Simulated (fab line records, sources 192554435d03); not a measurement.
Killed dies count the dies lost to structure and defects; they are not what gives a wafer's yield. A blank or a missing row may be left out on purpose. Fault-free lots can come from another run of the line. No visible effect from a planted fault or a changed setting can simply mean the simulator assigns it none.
fab line records | flow n5-finfet
record: lots: 10 | wafers: 30 | last-day: 17
route steps=1938 shown BEOL_M4@1062 PASSIVATION@1936
lots untouched by any fault: they come from a run of this same line in which no faults occurred
start-h: start of the lot's first displayed wafer, in hours after the record's first day | wait-h: hours from the lot's prior step to this one | " the same as in the row above | L1.1+2: one row covering several wafers at once | - value missing, or start not given | * or withheld: withheld | < > ~ a bound
route shown NAME@n: NAME is a module with steps in the file, n the number in the route of the first one | usual: mean/standard deviation of fault-free wafers | same: alike in all rows | chamber/n: place in a boat | sites: readings site by site | _std_site: the standard deviation of these | _edge_site: inner sites' mean taken away from outer sites' mean | radius-mm: for every site, how far away it sits from the centre of the wafer | mask NAME#n: copy n | behind: tool/chamber where the wafer was last shaped | hold: cause of the lot's hold/its duration in hours/its outcome | device: names the non-switching transistor (n, p or np) | end of line: tests run on the same wafers once the route is complete | for a step that has no rows: nothing shown but its recipe | killed: the dies lost at the first sort to structure and to defects; this is not the yield of the wafer | map: a wafer's dies, x killed, . not, _ none there
set.NAME: the setting the step ran with; set.NAME@STEP: the setting that earlier step ran with | model.NAME: the simulator's own value behind a step, which no gauge read
steps of the route over a sample of lots; a table a step, a row a wafer
services: when a tool's chamber went out of use (start-h, in hours from the record's first day, below 0 if earlier), for how many hours, and the reason
== steps ==
step: N5_BEOL_M4_ALD_98
recipe: material: SiO2 | target-thk-a: 25 | temp-c: 100 | ald-precursor-family: BDEAS | ald-co-reactant: O2-plasma | pulse-time-s: 1 | co-reactant-pulse-time-s: 1 | purge-time-s: 2 | co-reactant-purge-time-s: 2 | ald-cycles: 17 | pressure-torr: 2
usual: heater-power-w: 77/7.8 | precursor-pulse-height-rel: 0.997/0.019
same: pulse-time-s: 1
lot.wafer | tool       | chamber | start-h | wait-h | heater-power-w | precursor-pulse-height-rel
L849.1    | ald-sin-04 | 2       | 196.63  | 0.1    | 79             | 0.980
L849.5    | "          | 2       | "       | "      | 78             | 0.987
L849.6    | "          | 3       | "       | "      | 75             | 0.958
L850.1    | ald-sin-01 | 2       | 198.11  | 0.1    | 67             | 0.977
L850.3    | "          | 3       | "       | "      | 70             | 1.001
L850.4    | "          | 1       | "       | "      | 78             | 1.011
L855.2    | ald-sin-04 | 1       | 212.93  | 0.1    | 81             | 0.987
L855.5    | "          | 3       | "       | "      | 75             | 1.003
L855.6    | "          | 2       | "       | "      | 80             | 0.983
L856.2    | ald-sin-03 | 2       | 232.44  | 0.4    | 87             | 0.990
L856.3    | "          | 3       | "       | "      | 68             | 0.999
L856.4    | "          | 1       | "       | "      | 88             | 1.023
L858.4    | ald-sin-03 | 0       | 239.21  | 0.1    | 78             | 1.001
L858.5    | "          | 2       | "       | "      | 90             | 0.982
L858.6    | "          | 1       | "       | "      | 87             | 0.982
L857.1    | ald-sin-03 | 0       | 246.78  | 0.5    | 79             | 1.008
L857.3    | "          | 2       | "       | "      | 91             | 0.976
L857.4    | "          | 0       | "       | "      | 77             | 0.986
L859.3    | ald-sin-01 | 0       | 249.92  | 0.1    | 70             | 1.001
L859.5    | "          | 2       | "       | "      | 66             | 0.996
L859.6    | "          | 1       | "       | "      | 78             | 0.993
L861.1    | ald-sin-03 | 2       | 253.79  | 0.1    | 91             | 1.029
L861.4    | "          | 1       | "       | "      | 86             | 1.014
L861.6    | "          | 0       | "       | "      | 79             | 1.021
L865.1    | ald-sin-03 | 3       | 284.57  | 0.4    | 69             | 0.991
L865.4    | "          | 2       | "       | "      | 85             | 1.009
L865.6    | "          | 3       | "       | "      | 70             | 0.976
L867.1    | ald-sin-01 | 2       | 299.77  | 1.1    | 68             | 0.999
L867.3    | "          | 3       | "       | "      | 70             | 1.031
L867.5    | "          | 3       | "       | "      | 70             | 0.981
step: N5_BEOL_M4_STRIP_97
recipe: chemistry: N2/H2 | time-s: 10 | power-w: 450 | temp-c: 40 | pressure-mtorr: 20 | rf-frequency-hz: 6e+07 | bias-power-w: 7 | n2-flow-sccm: 200 | h2-flow-sccm: 200
usual: bias-power-w: 7.001/0.02 | chamber-pressure-mTorr: 20.000/0.017 | drypump-motor-current-A: 5.7/0.52 | oes-product-au: 0.77/0.084 | rf-vpp-V: 59.0/0.9 | showerhead-plenum-p-Torr: 2.50/0.094 | throttle-valve-pct: 23.7/0.31
lot.wafer | tool        | chamber | start-h | wait-h | bias-power-w | chamber-pressure-mTorr | drypump-motor-current-A | oes-product-au | rf-hours-counter-h | rf-vpp-V | showerhead-plenum-p-Torr | throttle-valve-pct
L850.1    | rie-diel-04 | 3       | 198.99  | -      | 7.016        | 20.028                 | 4.9                     | 0.72           | 166                | 58.4     | 2.43                     | 24.0
L850.3    | "           | 1       | "       | "      | 7.001        | 19.947                 | 5.8                     | 0.85           | 52                 | 58.9     | 2.58                     | 24.0
L850.4    | "           | 2       | "       | "      | 7.009        | 20.008                 | 4.9                     | 0.70           | -                  | 58.8     | 2.62                     | 23.6
L849.1    | rie-diel-05 | 0       | 199.46  | -      | 7.013        | 20.038                 | 5.8                     | 0.72           | 190                | 60.0     | 2.52                     | 24.2
L849.5    | "           | 2       | "       | "      | 7.010        | 20.002                 | 6.5                     | 0.79           | -                  | 60.1     | 2.55                     | 23.5
L849.6    | "           | 3       | "       | "      | 6.989        | 20.000                 | 5.4                     | 0.74           | -                  | 60.8     | 2.51                     | 23.3
L855.2    | rie-diel-06 | 0       | 221.58  | -      | 7.013        | 19.977                 | 6.5                     | 1.01           | 1                  | 60.1     | 2.51                     | 23.9
L855.5    | "           | 0       | "       | "      | 7.002        | 20.030                 | 6.5                     | 1.01           | -                  | 58.4     | 2.51                     | 23.9
L855.6    | "           | 1       | "       | "      | 6.963        | 20.017                 | 5.6                     | 0.71           | -                  | 59.1     | 2.30                     | 23.7
L856.2    | rie-diel-06 | 2       | 240.15  | -      | -            | -                      | -                       | -              | -                  | -        | -                        | -
L856.3    | "           | 0       | "       | "      | -            | -                      | -                       | -              | -                  | -        | -                        | -
L856.4    | "           | 1       | "       | "      | -            | -                      | -                       | -              | -                  | -        | -                        | -
L858.4    | rie-diel-05 | 0       | 240.23  | -      | -            | -                      | -                       | -              | -                  | -        | -                        | -
L858.5    | "           | 3       | "       | "      | -            | -                      | -                       | -              | -                  | -        | -                        | -
L858.6    | "           | 2       | "       | "      | -            | -                      | -                       | -              | -                  | -        | -                        | -
L857.1    | rie-diel-04 | 0       | 247.29  | -      | -            | -                      | -                       | -              | -                  | -        | -                        | -
L857.3    | "           | 1       | "       | "      | -            | -                      | -                       | -              | -                  | -        | -                        | -
L857.4    | "           | 3       | "       | "      | -            | -                      | -                       | -              | -                  | -        | -                        | -
L859.3    | rie-diel-06 | 3       | 256.96  | -      | 6.982        | 20.006                 | 5.1                     | 0.88           | 39                 | 58.8     | 2.48                     | 23.6
L859.5    | "           | 2       | "       | "      | 6.984        | 20.005                 | 5.6                     | 0.88           | -                  | 56.5     | 2.56                     | 23.2
L859.6    | "           | 3       | "       | "      | 7.011        | 20.022                 | 5.1                     | 0.86           | -                  | 58.8     | 2.48                     | 23.6
L861.1    | rie-diel-04 | 0       | 260.20  | -      | 6.973        | 19.999                 | 6.0                     | 0.73           | 163                | 59.1     | 2.65                     | 24.1
L861.4    | "           | 3       | "       | "      | 7.031        | 20.005                 | 4.9                     | 0.71           | 188                | 58.5     | 2.42                     | 24.0
L861.6    | "           | 2       | "       | "      | 7.003        | 20.003                 | 4.9                     | 0.69           | -                  | 58.1     | 2.61                     | 23.6
L865.1    | rie-diel-04 | 1       | 291.96  | -      | 7.021        | 19.996                 | 5.8                     | 0.81           | 88                 | 58.8     | 2.56                     | 24.0
L865.4    | "           | 0       | "       | "      | 7.000        | 20.022                 | 6.1                     | 0.72           | 173                | 59.1     | 2.65                     | 24.1
L865.6    | "           | 1       | "       | "      | 7.007        | 19.977                 | 5.8                     | 0.81           | -                  | 59.9     | 2.56                     | 24.0
L867.1    | rie-diel-06 | 3       | 305.69  | -      | 7.006        | 19.985                 | 5.1                     | 0.85           | 56                 | 59.9     | 2.47                     | 23.6
L867.3    | "           | 1       | "       | "      | 6.998        | 19.991                 | 5.6                     | 0.71           | 228                | 58.0     | 2.29                     | 23.7
L867.5    | "           | 3       | "       | "      | 6.990        | 19.994                 | 5.1                     | 0.85           | -                  | 59.2     | 2.47                     | 23.7
step: N5_BEOL_M4_DEGAS_44
recipe: ambient: vacuum | temp-c: 250 | time-s: 60
usual: heater-power-w: 345/25
lot.wafer | tool           | chamber | start-h | wait-h | heater-power-w
L850.1    | pvd-sputter-01 | -       | 199.50  | 0.3    | 321
L850.3    | "              | -       | "       | "      | 348
L850.4    | "              | -       | "       | "      | 319
L849.1    | pvd-sputter-03 | -       | 199.80  | 0.1    | 339
L849.5    | "              | -       | "       | "      | 321
L849.6    | "              | -       | "       | "      | 409
L855.2    | pvd-sputter-01 | -       | 222.09  | 0.3    | 321
L855.5    | "              | -       | "       | "      | 327
L855.6    | "              | -       | "       | "      | 320
L856.2    | pvd-sputter-01 | -       | 240.88  | 0.5    | 318
L856.3    | "              | -       | "       | "      | 360
L856.4    | "              | -       | "       | "      | 328
L858.4    | pvd-sputter-01 | -       | 240.96  | 0.5    | 365
L858.5    | "              | -       | "       | "      | 324
L858.6    | "              | -       | "       | "      | 316
L857.1    | pvd-sputter-01 | -       | 247.64  | 0.1    | 319
L857.3    | "              | -       | "       | "      | 340
L857.4    | "              | -       | "       | "      | 363
L859.3    | pvd-sputter-01 | -       | 257.49  | 0.3    | 367
L859.5    | "              | -       | "       | "      | 325
L859.6    | "              | -       | "       | "      | 343
L861.1    | pvd-sputter-01 | -       | 260.87  | 0.4    | 324
L861.4    | "              | -       | "       | "      | 362
L861.6    | "              | -       | "       | "      | 368
L865.1    | pvd-sputter-03 | -       | 292.35  | 0.1    | 331
L865.4    | "              | -       | "       | "      | 354
L865.6    | "              | -       | "       | "      | 409
L867.1    | pvd-sputter-02 | -       | 306.39  | 0.4    | 381
L867.3    | "              | -       | "       | "      | 345
L867.5    | "              | -       | "       | "      | 330
step: N5_BEOL_M4_ALD_84
recipe: material: TaN | target-thk-a: * | temp-c: 275 | ald-precursor-family: PDMAT | ald-co-reactant: NH3 | pressure-torr: 3 | carrier-flow-sccm: 1500 | pulse-time-s: 2 | purge-time-s: 3 | co-reactant-purge-time-s: 2 | co-reactant-pulse-time-s: 3 | ald-cycles: 30 | precursor-vessel-temp-c: 75 | precursor-vessel-pressure-torr: 26.25 | precursor-vessel-carrier-sccm: 1000
usual: heater-power-w: 427/51 | precursor-vessel-carrier-sccm: 1000/3.2
same: pulse-time-s: 2
lot.wafer | tool         | chamber | start-h | wait-h | heater-power-w | precursor-vessel-carrier-sccm
L850.1    | ald-metal-03 | 0       | 199.61  | 0.0    | 508            | 1004
L850.3    | "            | 1       | "       | "      | 479            | 1002
L850.4    | "            | 0       | "       | "      | 509            | 1003
L849.1    | ald-metal-03 | 3       | 200.02  | 0.2    | 345            | 998
L849.5    | "            | 3       | "       | "      | 348            | 999
L849.6    | "            | 1       | "       | "      | 463            | 995
L855.2    | ald-metal-03 | 1       | 222.20  | 0.0    | 472            | 1001
L855.5    | "            | 3       | "       | "      | 343            | 999
L855.6    | "            | 2       | "       | "      | 433            | 995
L856.2    | ald-metal-01 | 1       | 240.98  | 0.0    | 332            | 998
L856.3    | "            | 3       | "       | "      | 451            | 1004
L856.4    | "            | 0       | "       | "      | 423            | 1003
L858.4    | ald-metal-02 | 2       | 241.06  | 0.0    | 445            | 1003
L858.5    | "            | 2       | "       | "      | 468            | 1006
L858.6    | "            | 3       | "       | "      | 484            | 1001
L857.1    | ald-metal-01 | 0       | 247.93  | 0.2    | 413            | 995
L857.3    | "            | 2       | "       | "      | 438            | 1000
L857.4    | "            | 1       | "       | "      | 334            | 1004
L859.3    | ald-metal-01 | 2       | 257.82  | 0.3    | 436            | 1003
L859.5    | "            | 0       | "       | "      | 419            | 1002
L859.6    | "            | 1       | "       | "      | 328            | 1000
L861.1    | ald-metal-01 | 0       | 260.98  | 0.0    | 427            | 999
L861.4    | "            | 2       | "       | "      | 435            | 999
L861.6    | "            | 3       | "       | "      | 444            | 1005
L865.1    | ald-metal-03 | 2       | 292.47  | 0.1    | 415            | 1002
L865.4    | "            | 0       | "       | "      | 491            | 1004
L865.6    | "            | 0       | "       | "      | 492            | 1004
L867.1    | ald-metal-03 | 1       | 306.56  | 0.1    | 471            | 998
L867.3    | "            | 2       | "       | "      | 433            | 998
L867.5    | "            | 2       | "       | "      | 443            | 996
step: N5_BEOL_M4_RC_MEAS_101
usual: DIBL_N: 35.9/1.9 | DIBL_P: 35.8/2.4 | IOFF_N: 0.15/0.031 | IOFF_P: 0.21/0.037 | ION_N: 672/13 | ION_P: 462/8.3 | SS_N: 71.5/0.72 | SS_P: 73.2/0.67 | VT_N: 250/3.4 | VT_P: -250/3.4
lot.wafer | tool      | chamber | start-h | wait-h | DIBL_N[mV/V] | DIBL_P[mV/V] | IOFF_N[nA/um] | IOFF_P[nA/um] | ION_N[uA/um] | ION_P[uA/um] | SS_N[mV/dec] | SS_P[mV/dec] | VT_N[mV] | VT_P[mV]
L850.1    | prober-01 | 0       | 203.11  | 0.0    | 35.0         | 36.6         | 0.16          | 0.20          | 679          | 461          | 71.9         | 73.5         | 250      | -252
L850.3    | "         | 0       | "       | "      | 32.6         | 33.3         | 0.12          | 0.16          | 660          | 455          | 71.3         | 72.5         | 253      | -255
L850.4    | "         | 0       | "       | "      | 31.7         | 31.5         | 0.10          | 0.14          | 651          | 448          | 71.0         | 72.5         | 256      | -254
L849.1    | prober-01 | 0       | 204.98  | 0.0    | 37.3         | 37.0         | 0.16          | 0.24          | 672          | 469          | 71.5         | 73.0         | 253      | -246
L849.5    | "         | 0       | "       | "      | 36.3         | 33.6         | 0.15          | 0.19          | 658          | 450          | 72.1         | 73.0         | 252      | -252
L849.6    | "         | 0       | "       | "      | 36.6         | 35.0         | 0.14          | 0.21          | 661          | 461          | 72.0         | 73.7         | 251      | -251
L855.2    | prober-01 | 0       | 225.77  | 0.2    | 35.1         | 35.3         | 0.13          | 0.17          | 665          | 456          | 70.7         | 72.8         | 253      | -254
L855.5    | "         | 0       | "       | "      | 33.3         | 33.8         | 0.11          | 0.15          | 658          | 457          | 70.6         | 73.1         | 255      | -257
L855.6    | "         | 0       | "       | "      | 36.9         | 37.2         | 0.16          | 0.20          | 675          | 459          | 72.0         | 73.7         | 251      | -251
L856.2    | prober-02 | 0       | 244.59  | 0.2    | 37.5         | 36.0         | 0.17          | 0.22          | 689          | 475          | 71.7         | 72.8         | 248      | -247
L856.3    | "         | 0       | "       | "      | 36.8         | 35.3         | 0.16          | 0.21          | 670          | 464          | 71.8         | 72.9         | 248      | -246
L856.4    | "         | 0       | "       | "      | 39.8         | 39.6         | 0.23          | 0.31          | 699          | 482          | 72.4         | 73.8         | 243      | -241
L858.4    | prober-01 | 0       | 245.17  | 0.5    | 36.8         | 38.0         | 0.17          | 0.24          | 676          | 465          | 71.6         | 73.1         | 249      | -245
L858.5    | "         | 0       | "       | "      | 35.0         | 35.3         | 0.14          | 0.20          | 655          | 459          | 71.8         | 73.2         | 253      | -247
L858.6    | "         | 0       | "       | "      | 34.6         | 36.1         | 0.14          | 0.21          | 679          | 470          | 71.0         | 73.0         | 249      | -246
L857.1    | prober-01 | 0       | 253.06  | 0.0    | 38.2         | 38.1         | 0.20          | 0.28          | 686          | 473          | 71.8         | 74.0         | 245      | -246
L857.3    | "         | 0       | "       | "      | 34.0         | 32.7         | 0.13          | 0.19          | 665          | 461          | 70.9         | 72.1         | 251      | -249
L857.4    | "         | 0       | "       | "      | 36.5         | 35.6         | 0.17          | 0.24          | 675          | 469          | 70.3         | 73.5         | 250      | -246
L859.3    | prober-01 | 0       | 261.58  | 0.3    | 34.7         | 34.6         | 0.13          | 0.18          | 674          | 464          | 70.5         | 73.1         | 248      | -256
L859.5    | "         | 0       | "       | "      | 36.6         | 36.6         | 0.15          | 0.20          | 669          | 457          | 71.8         | 72.7         | 251      | -250
L859.6    | "         | 0       | "       | "      | 36.2         | 35.9         | 0.14          | 0.19          | 683          | 465          | 71.5         | 72.9         | 253      | -252
L861.1    | prober-01 | 0       | 264.32  | 0.0    | 35.3         | 36.0         | 0.14          | 0.21          | 675          | 473          | 70.9         | 73.6         | 251      | -248
L861.4    | "         | 0       | "       | "      | 35.6         | 35.1         | 0.14          | 0.19          | 669          | 460          | 70.4         | 73.2         | 252      | -250
L861.6    | "         | 0       | "       | "      | 34.8         | 35.6         | 0.13          | 0.20          | 666          | 461          | 71.4         | 72.9         | 254      | -251
L865.1    | prober-01 | 0       | 295.81  | 0.0    | 37.3         | 37.4         | 0.19          | 0.26          | 682          | 470          | 71.5         | 73.0         | 244      | -246
L865.4    | "         | 0       | "       | "      | 35.4         | 36.2         | 0.16          | 0.23          | 676          | 472          | 70.8         | 73.6         | 247      | -248
L865.6    | "         | 0       | "       | "      | 35.8         | 35.8         | 0.17          | 0.23          | 688          | 471          | 70.9         | 72.9         | 247      | -248
L867.1    | prober-01 | 0       | 310.02  | 0.0    | 38.1         | 39.6         | 0.19          | 0.26          | 677          | 462          | 72.5         | 74.5         | 246      | -246
L867.3    | "         | 0       | "       | "      | 37.9         | 38.2         | 0.18          | 0.23          | 696          | 474          | 72.1         | 74.2         | 249      | -248
L867.5    | "         | 0       | "       | "      | 35.8         | 37.0         | 0.15          | 0.20          | 674          | 464          | 71.2         | 74.0         | 251      | -251
step: N5_PASSIVATION_PROBE_49
usual: defect-limited-yield: 91.6/1.2 | killed_at_M0_to_M3: 33/9.4 | killed_at_M4_up: 13/5.2 | killed-at-contacts: 13/5.6 | killed-at-front-end: 37/9.5 | killed-at-other: 4/3.1 | killed-dies: 99/15 | killed-open: 65/11 | killed-short: 32/7.5 | sort_bin_5_function: 4.9/0.77 | sort_bin_6_memory: 3.1/0.65 | sort-n-pass: 1081/15 | sort-yield-pct: 91.6/1.2
same: gross-dies: 1180 | killed-at-back-side: 0 | sort_bin_4_leakage[%]: 0 | sort_bin_8_speed[%]: 0
lot.wafer | tool      | chamber | start-h | wait-h | defect-limited-yield[%] | killed_at_M0_to_M3 | killed_at_M4_up | killed-at-contacts | killed-at-front-end | killed-at-other | killed-dies | killed-open | killed-short | sort_bin_5_function[%] | sort_bin_6_memory[%] | sort-n-pass | sort-yield-pct[%]
L858.4    | prober-01 | -       | 350.01  | 0.2    | 88.2                    | 18                 | 80              | 7                  | 30                  | 4               | 139         | 97          | 41           | 7.3                    | 4.3                  | 1041        | 88.2
L858.5    | prober-01 | -       | 350.06  | 0.2    | 85.3                    | 23                 | 92              | 12                 | 43                  | 4               | 174         | 136         | 36           | 8.8                    | 5.4                  | 1006        | 85.3
L858.6    | prober-01 | -       | 350.11  | 0.3    | 83.6                    | 28                 | 103             | 15                 | 46                  | 2               | 194         | 146         | 48           | 10.2                   | 5.9                  | 986         | 83.6
L856.2    | prober-02 | -       | 350.98  | 0.1    | 85.2                    | 30                 | 104             | 12                 | 28                  | 1               | 175         | 129         | 44           | 9.5                    | 5.2                  | 1005        | 85.2
L856.3    | prober-02 | -       | 351.03  | 0.1    | 86.0                    | 31                 | 94              | 8                  | 30                  | 2               | 165         | 123         | 40           | 8.7                    | 4.8                  | 1015        | 86.0
L856.4    | prober-02 | -       | 351.08  | 0.2    | 84.6                    | 28                 | 104             | 11                 | 37                  | 2               | 182         | 131         | 50           | 9.0                    | 6.0                  | 998         | 84.6
L857.1    | prober-01 | -       | 368.20  | 0.0    | 86.2                    | 23                 | 73              | 16                 | 45                  | 6               | 163         | 124         | 39           | 7.9                    | 5.4                  | 1017        | 86.2
L857.3    | prober-01 | -       | 368.30  | 0.1    | 85.3                    | 28                 | 91              | 10                 | 42                  | 3               | 174         | 127         | 47           | 9.1                    | 5.3                  | 1006        | 85.3
L857.4    | prober-01 | -       | 368.35  | 0.2    | 87.3                    | 25                 | 80              | 5                  | 36                  | 4               | 150         | 104         | 45           | 8.3                    | 4.2                  | 1030        | 87.3
killed by level:class
L858.4 BEOL_M4:geometric-particle:open=55 BEOL_M4:geometric-particle:short=18 MOL_CONTACT_COAG:geometric-particle:open=6 STI_FIN_REVEAL:geometric-particle:open=5 DUMMY_GATE:geometric-particle:open=5 BEOL_M5:geometric-particle:open=4 STI_FIN_REVEAL:geometric-particle:short=3 ILD0:geometric-particle:open=3
L858.5 BEOL_M4:geometric-particle:open=71 BEOL_M4:geometric-particle:short=16 MOL_CONTACT_COAG:geometric-particle:open=12 STI_FIN_REVEAL:geometric-particle:open=11 DUMMY_GATE:geometric-particle:open=9 BEOL_M3:geometric-particle:open=6 BEOL_M1:geometric-particle:open=6 GATE_CUT:geometric-particle:short=5
L858.6 BEOL_M4:geometric-particle:open=81 BEOL_M4:geometric-particle:short=17 FIN_SAQP:geometric-particle:open=13 BEOL_M1:geometric-particle:open=13 MOL_CONTACT_COAG:geometric-particle:open=10 GATE_CUT:geometric-particle:short=9 BEOL_M0_SAQP:geometric-particle:short=8 DUMMY_GATE:geometric-particle:open=6
L856.2 BEOL_M4:geometric-particle:open=76 BEOL_M4:geometric-particle:short=15 BEOL_M0_SAQP:geometric-particle:open=9 MOL_CONTACT_COAG:geometric-particle:open=8 FIN_SAQP:geometric-particle:short=7 BEOL_M0_SAQP:geometric-particle:short=7 BEOL_M1:geometric-particle:open=6 DUMMY_GATE:geometric-particle:open=4
L856.3 BEOL_M4:geometric-particle:open=72 BEOL_M4:geometric-particle:short=13 BEOL_M0_SAQP:geometric-particle:open=9 FIN_SAQP:geometric-particle:open=8 FIN_SAQP:geometric-particle:short=6 MOL_CONTACT_COAG:geometric-particle:open=6 GATE_CUT:geometric-particle:short=5 STARTING-WAFER:geometric-particle:open=5
L856.4 BEOL_M4:geometric-particle:open=74 BEOL_M4:geometric-particle:short=22 MOL_CONTACT_COAG:geometric-particle:open=10 STI_FIN_REVEAL:geometric-particle:open=8 FIN_SAQP:geometric-particle:short=6 ILD0:geometric-particle:short=6 BEOL_M0_SAQP:geometric-particle:open=6 BEOL_M1:geometric-particle:open=6
L857.1 BEOL_M4:geometric-particle:open=63 MOL_CONTACT_COAG:geometric-particle:open=13 STI_FIN_REVEAL:geometric-particle:open=11 BEOL_M1:geometric-particle:open=9 BEOL_M4:geometric-particle:short=9 BEOL_M0_SAQP:geometric-particle:short=7 FIN_SAQP:geometric-particle:open=6 DUMMY_GATE:geometric-particle:open=6
L857.3 BEOL_M4:geometric-particle:open=67 BEOL_M4:geometric-particle:short=20 BEOL_M0_SAQP:geometric-particle:open=10 STI_FIN_REVEAL:geometric-particle:open=9 FIN_SAQP:geometric-particle:short=8 MOL_CONTACT_COAG:geometric-particle:open=8 DUMMY_GATE:geometric-particle:open=6 FIN_SAQP:geometric-particle:open=5
L857.4 BEOL_M4:geometric-particle:open=56 BEOL_M4:geometric-particle:short=18 STI_FIN_REVEAL:geometric-particle:open=17 BEOL_M0_SAQP:geometric-particle:short=8 BEOL_M1:geometric-particle:open=6 FIN_SAQP:geometric-particle:short=5 MOL_CONTACT_COAG:geometric-particle:open=5 BEOL_M0_SAQP:geometric-particle:open=4
== services ==
tool           | chamber | start-h | hours | kind
ald-sin-04     | -       | 177.93  | 14.0  | pm
rie-diel-04    | 3       | 191.39  | 5.6   | repair
ald-metal-03   | 2       | 196.79  | 18.2  | repair
ald-sin-03     | 0       | 199.02  | 5.4   | repair
ald-metal-03   | 3       | 203.64  | 4.5   | repair
rie-diel-05    | -       | 219.24  | 0.6   | repair
ald-sin-01     | -       | 221.64  | 1.3   | repair
ald-metal-02   | -       | 224.58  | 1.5   | repair
rie-diel-06    | -       | 226.50  | 4.3   | pm
ald-metal-03   | -       | 233.30  | 28.1  | pm
ald-sin-01     | 1       | 233.76  | 3.6   | repair
pvd-sputter-02 | -       | 238.19  | 1.5   | repair
ald-sin-04     | -       | 239.12  | 2.2   | repair
rie-diel-06    | 2       | 244.62  | 10.0  | repair
rie-diel-05    | 1       | 249.20  | 16.5  | repair
ald-sin-01     | 1       | 260.39  | 6.1   | repair
ald-metal-03   | -       | 261.40  | 6.0   | pm
ald-sin-03     | -       | 269.81  | 14.0  | pm
rie-diel-04    | 3       | 277.18  | 5.2   | repair
ald-sin-01     | 3       | 280.70  | 13.1  | repair
pvd-sputter-02 | -       | 285.64  | 5.0   | repair
ald-metal-01   | 3       | 288.07  | 13.9  | repair
ald-metal-02   | 3       | 289.54  | 23.9  | repair
ald-sin-03     | -       | 300.69  | 6.0   | pm
== key ==
first-sign: step: N5_BEOL_M4_STRIP_97 | reading: tool-record | direction: missing
effect: step: N5_PASSIVATION_PROBE_49 | reading: killed_at_M4_up | direction: up | sigmas: 15 | usual: 13 | struck: 91
more-kills-born-at: N5_BEOL_M4_STRIP_97@rie-diel-06: 254 | N5_BEOL_M4_STRIP_97@rie-diel-05: 245 | N5_BEOL_M4_STRIP_97@rie-diel-04: 220
met-at N5_BEOL_M4_STRIP_97
struck-lots L856,L857,L858
not-acting-at N5_BEOL_M4_ALD_98,N5_BEOL_M4_DEGAS_44,N5_BEOL_M4_ALD_84
onset-between 221.58 240.15
fault: kind: skipped-step-whole | tool: rie-diel-04,rie-diel-05,rie-diel-06 | chamber: - | onset-h: 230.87 | steps: N5_BEOL_M4_STRIP_97 | scope: struck-lots-only
